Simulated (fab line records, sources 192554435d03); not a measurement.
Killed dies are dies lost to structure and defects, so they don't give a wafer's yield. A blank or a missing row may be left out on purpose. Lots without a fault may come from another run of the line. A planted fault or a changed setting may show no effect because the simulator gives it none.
A struck lot beside a sound one | flow n5_finfet | 15 steps out of a route of 1938
Sound: wafers L173.2, L173.4, L173.6. Struck: wafer L182.6. (L182.4 of the same lot was not struck and is left out.) The cause comes at the end.
At each step with rows: each side's tool, then ch and its chambers, then its first start. Under that, the readings that differ: sound wafers | struck wafers | difference of the means | sigmas: that difference in standard deviations of wafers without a fault.
alike: readings whose means differ by less than 2 such deviations, and words and numbers that are the same on both sides. not compared: withheld readings, readings that some wafer has no value for, bounds like >300 that may hide the same value, and numbers for which the record gives no deviation and whose values overlap.
The two part at a step that has a row with sigmas, a row that says differs or no value, or rows on one side only. Numbers that don't overlap but have no deviation are shown without sigmas and don't part them. A reading that every wafer of one side lacks parts them only if that side has two wafers or more.

first, 7 steps without rows for these wafers: N5_BEOL_M1_COAT_73 (time 60 s, resist thk 5 nm); N5_BEOL_M1_COAT_05 (resist thk 30 nm); N5_BEOL_M1_EBR_07; N5_BEOL_M1_SOFTBAKE_06 (time 60 s); N5_BEOL_M1_EXPOSE_08 (exposes mask M1); N5_BEOL_M1_PEB_09 (peb time 60 s); N5_BEOL_M1_DEVELOP_10 (develop time 30 s).
N5_BEOL_M1_CD_MEAS_11: target cd 17.05 nm.
  sound on cd_sem-02 ch 0, day 7 06:43; struck on cd_sem-01 ch 0, day 11 13:47
  alike: cd_nm
N5_BEOL_M1_OVL_MEAS_12:
  sound on overlay-01 ch 0, day 7 06:46; struck on overlay-02 ch 0, day 11 13:49
  alike: M1_OVL
N5_BEOL_M1_INSPECT_13: inspects for defects (brightfield).
  sound on defect_inspect-02, day 7 06:49; struck on defect_inspect-02, day 11 13:52
  alike: raw_defect_count
N5_BEOL_M1_DESCUM_16: chemistry O2, time 7 s.
  sound on rie_diel-01 ch 0,1, day 7 06:50; struck on rie_diel-06 ch 1, day 11 14:29
  alike: drypump_motor_current_A, oes_product_au, rf_fwd_power_W, rf_vpp_V, showerhead_plenum_p_Torr, throttle_valve_pct
  not compared: rf_hours_counter_h
N5_BEOL_M1_ETCH_74: etches underlayer in N2/H2, target depth 6.5 nm, time 5.2 s.
  sound on rie_diel-01 ch 0,1, day 7 06:53; struck on rie_diel-06 ch 1, day 11 14:31
  reading               | sound             | struck | difference | sigmas
  etch_rf_on_time_s (s) | 4.94 5.10 5.07    | 5.41   | +0.37      | +3
  rf_fwd_power_W (W)    | 812.7 818.9 817.6 | 821.4  | +5.0       | +2
  alike: drypump_motor_current_A, oes_product_au, rf_vpp_V, showerhead_plenum_p_Torr, throttle_valve_pct
  not compared: rf_hours_counter_h
N5_BEOL_M1_ETCH_63: etches SiARC in CF4, target depth 15.6 nm, time 26 s.
  sound on rie_diel-01 ch 0,1, day 7 06:54; struck on rie_diel-06 ch 1, day 11 14:32
  reading               | sound          | struck | difference | sigmas
  etch_rf_on_time_s (s) | 25.3 26.1 26.1 | 35.3   | +9.5       | +19
  oes_product_au (a.u.) | 0.60 0.66 0.66 | 0.52   | -0.12      | -2
  alike: drypump_motor_current_A, mfc_ar_sccm, rf_fwd_power_W, rf_vpp_V, showerhead_plenum_p_Torr, throttle_valve_pct
  not compared: rf_hours_counter_h
N5_BEOL_M1_ETCH_64: etches SOC in N2/H2, target depth 75 nm, overetch 15 nm, time 112.5 s.
  sound on rie_diel-01 ch 0,1, day 7 06:55; struck on rie_diel-06 ch 1, day 11 14:34
  reading      | sound             | struck | difference | sigmas
  rf_vpp_V (V) | 526.6 527.4 527.9 | 522.5  | -4.8       | -2
  alike: drypump_motor_current_A, oes_product_au, rf_fwd_power_W, showerhead_plenum_p_Torr, throttle_valve_pct
  not compared: rf_hours_counter_h
-- the record jumps here: 3 days lie between the struck wafers' starts before and after (it left off in module BEOL_M1 and takes up again in module BEOL_M4, whose first step shown is number 1111 of the route) --
N5_BEOL_M4_RC_MEAS_101:
  sound on prober-02 ch 0, day 8 18:12; struck on prober-02 ch 0, day 14 08:31
  alike: DIBL_N, DIBL_P, IOFF_N, IOFF_P, ION_N, ION_P, SS_N, SS_P, VT_N, VT_P

WHERE THEY PART
First at N5_BEOL_M1_ETCH_74; last, within this record, at N5_BEOL_M1_ETCH_64. Later steps at which nothing parts them and some readings are alike: N5_BEOL_M4_RC_MEAS_101.

WHY: what the simulator had put in
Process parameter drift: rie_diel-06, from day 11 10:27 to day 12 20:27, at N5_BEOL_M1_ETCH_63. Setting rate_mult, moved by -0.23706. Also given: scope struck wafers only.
